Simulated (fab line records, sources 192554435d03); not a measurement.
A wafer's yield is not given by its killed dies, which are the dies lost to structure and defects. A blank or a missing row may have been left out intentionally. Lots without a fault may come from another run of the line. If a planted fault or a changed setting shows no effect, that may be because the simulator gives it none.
Comparing a struck lot with a sound one | flow n5Finfet | 15 out of 1938 route steps
Sound: the wafers L555.1, L555.2, L555.4. The struck wafers were L563.1, L563.4, L563.5. Last of all comes the cause.
Each step with rows lists, per side, the tool, then ch with its chambers, then its first start. Under that, the readings that differ: sound wafers | struck wafers | difference of the means | sigmas: that difference in standard deviations of wafers without a fault.
alike: words and numbers the same on both sides, and readings whose means are apart by under 2 such deviations; not compared: readings that were withheld, readings missing a value for some wafer, numbers with overlapping values and no deviation given by the record, and bounds like >300 which may hide the same value.
The two part at a step that has a row with sigmas, a row that says differs or no value, or rows on one side only. Numbers that have no deviation but don't overlap get no sigmas and don't part them. Lack of a reading on every wafer of one side parts them only where that side has two or more wafers.

first, 8 steps without rows for these wafers: N5_MIM_BOT_LITHO_HMDS_01 (time 60 s); N5_MIM_BOT_LITHO_COAT_02; N5_MIM_BOT_LITHO_EBR_04; N5_MIM_BOT_LITHO_SOFTBAKE_03 (time 90 s); N5_MIM_BOT_LITHO_EXPOSE_05 (exposes mask MIM BOT); N5_MIM_BOT_LITHO_PEB_06; N5_MIM_BOT_LITHO_DEVELOP_07 (develop time 60 s); N5_MIM_BOT_LITHO_HARDBAKE_09 (time 120 s).
N5_MIM_BOT_LITHO_CD_MEAS_08 targets a cd of 3000 nm.
  sound on cdSem-03 ch 0, day 13 17:40; struck on cdSem-03 ch 0, day 16 09:50
  alike: cdNm
N5_MIM_BOT_LITHO_OVL_MEAS_11:
  sound on overlay-02 ch 0, day 13 17:41; struck on overlay-01 ch 0, day 16 09:52
  alike: MIM_BOT_OVL
N5_MIM_BOT_LITHO_INSPECT_12: inspects for defects (macro).
  sound: defectInspect-01 at day 13 17:43; struck: defectInspect-02 at day 16 09:53
  alike: rawDefectCount
N5_MIM_BOT_LITHO_DESCUM_10: chemistry O2, time 7.9 s.
  sound on rieDiel-02 ch 0,1,3, day 13 17:45; struck on rieDiel-02 ch 1,3, day 16 10:12
  alike: drypumpMotorCurrentA, oesProductAu, rfVppV, showerheadPlenumPTorr, throttleValvePct
  not compared: rfHoursCounterH
N5_MIM_BOT_ETCH_ETCH_04: etches SiNx in CF4/O2, target depth 26 nm, time 13 s.
  sound on rieDiel-02 ch 0,1,3, day 13 17:49; struck on rieDiel-02 ch 1,3, day 16 10:16
reading                      | sound             | struck            | difference | sigmas
cf4FlowSccm (sccm)           | 100.3 100.0 99.7  | 69.6 70.0 70.3    | -30.0      | -99 or more
oes_o_777_au (a.u.)          | 0.69 0.74 0.76    | 1.07 1.01 1.01    | +0.30      | +3
rfVppV (V)                   | 242.3 240.7 240.4 | 232.2 234.1 233.6 | -7.8       | -4
showerheadPlenumPTorr (Torr) | 2.19 2.20 2.12    | 1.98 1.97 1.97    | -0.20      | -6
throttleValvePct (%)         | 15.90 16.01 16.07 | 14.80 14.76 14.74 | -1.23      | -5
model.etch.depthNm (nm)      | 25.94 26.3 25.83  | 24.9 24.35 24.6   | -1.4       | 
  alike: drypumpMotorCurrentA, oesProductAu
  not compared: rfHoursCounterH
N5_MIM_BOT_ETCH_ETCH_03: etches the open film in Cl2/BCl3, target depth 12 nm.
  sound on rieMetal-03 ch 0,1, day 13 17:54; struck on rieMetal-01 ch 0,1, day 16 10:22
  alike: drypumpMotorCurrentA, oesProductAu, throttleValvePct
  not compared: rfHoursCounterH
N5_PASSIVATION_PROBE_49:
  sound: prober-01 at day 14 03:54; struck: prober-02 at day 16 18:19
  alike: defectLimitedYield, killed_at_M0_to_M3, killed_at_M4_up, killedAtContacts, killedAtFrontEnd, killedAtOther, killedDies, killedOpen, killedShort, sort_bin_5_function, sort_bin_6_memory, sortNPass, sortYieldPct

== WHERE THEY PART ==
Only at N5_MIM_BOT_ETCH_ETCH_04, as far as this record shows. Later steps at which nothing parts them and some readings are alike: N5_MIM_BOT_ETCH_ETCH_03, N5_PASSIVATION_PROBE_49.

WHY: the cause the simulator had injected
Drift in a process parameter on rieDiel-02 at N5_MIM_BOT_ETCH_ETCH_04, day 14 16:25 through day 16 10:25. From 100, the setting cf4FlowSccm moved by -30. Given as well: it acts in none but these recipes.
